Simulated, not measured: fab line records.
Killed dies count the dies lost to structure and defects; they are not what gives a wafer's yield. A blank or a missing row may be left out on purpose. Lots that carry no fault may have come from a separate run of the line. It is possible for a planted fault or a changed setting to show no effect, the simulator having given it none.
Matching of chambers || flow n5_finfet || N5_BEOL_M4_CMP_52 on cmp-01: 4 sister chambers
The step polishes, stops on SiOC, t overpolish 6.8 s, target thk 40 nm. 4 wafers are shown with their chamber, then 11 later ones without.

## WAFERS PAIRED WITH THEIR CHAMBERS
{"wafer": "L091.4", "chamber": 3, "time_to_endpoint_s (s)": 66}
{"wafer": "L091.5", "chamber": 2, "time_to_endpoint_s (s)": 62}
{"wafer": "L093.3", "chamber": 1, "time_to_endpoint_s (s)": 55}
{"wafer": "L090.1", "chamber": 0, "time_to_endpoint_s (s)": 60}

## WAFERS WITH NO CHAMBER GIVEN
{"wafer": "L090.3", "time_to_endpoint_s (s)": 55}
{"wafer": "L090.5", "time_to_endpoint_s (s)": 60}
{"wafer": "L094.4", "time_to_endpoint_s (s)": 63}
{"wafer": "L094.5", "time_to_endpoint_s (s)": 56}
{"wafer": "L094.6", "time_to_endpoint_s (s)": 61}
{"wafer": "L096.2", "time_to_endpoint_s (s)": 58}
{"wafer": "L096.3", "time_to_endpoint_s (s)": 68}
{"wafer": "L096.4", "time_to_endpoint_s (s)": 61}
{"wafer": "L095.2", "time_to_endpoint_s (s)": 65}
{"wafer": "L095.4", "time_to_endpoint_s (s)": 66}
{"wafer": "L095.5", "time_to_endpoint_s (s)": 55}

## WHICH CHAMBER EACH ONE RAN IN
{"wafer": "L090.3", "from the rows above": 1, "in truth": 1}
{"wafer": "L090.5", "from the rows above": "can't be placed: 0 or 2", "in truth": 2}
{"wafer": "L094.4", "from the rows above": "can't be placed: 2 or 0 or 3", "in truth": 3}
{"wafer": "L094.5", "from the rows above": 1, "in truth": 1}
{"wafer": "L094.6", "from the rows above": "can't be placed: 0 or 2", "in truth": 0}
{"wafer": "L096.2", "from the rows above": "can't be placed: 0 or 1 or 2", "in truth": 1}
{"wafer": "L096.3", "from the rows above": 3, "in truth": 3}
{"wafer": "L096.4", "from the rows above": "can't be placed: 0 or 2", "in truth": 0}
{"wafer": "L095.2", "from the rows above": "can't be placed: 3 or 2", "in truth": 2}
{"wafer": "L095.4", "from the rows above": 3, "in truth": 3}
{"wafer": "L095.5", "from the rows above": 1, "in truth": 1}
5 of 11 placed correctly. Cannot be placed on the basis of these rows: 6; the candidates contain the true chamber in 6. Number placed wrongly: 0.
How it was worked out, from the rows above alone: a wafer's distance from a chamber is the root of the sum, over the readings, of the square of ((its reading less the chamber's mean) divided by the reading's scatter). If the next closest chamber is less than 2 further off than the closest, the wafer can't be placed; otherwise it belongs to the closest. A chamber's mean is the mean of its shown wafers. The scatter (one wafer shown for each chamber): square how far every hidden wafer sits from the nearest shown wafer, average those squares and take the square root.
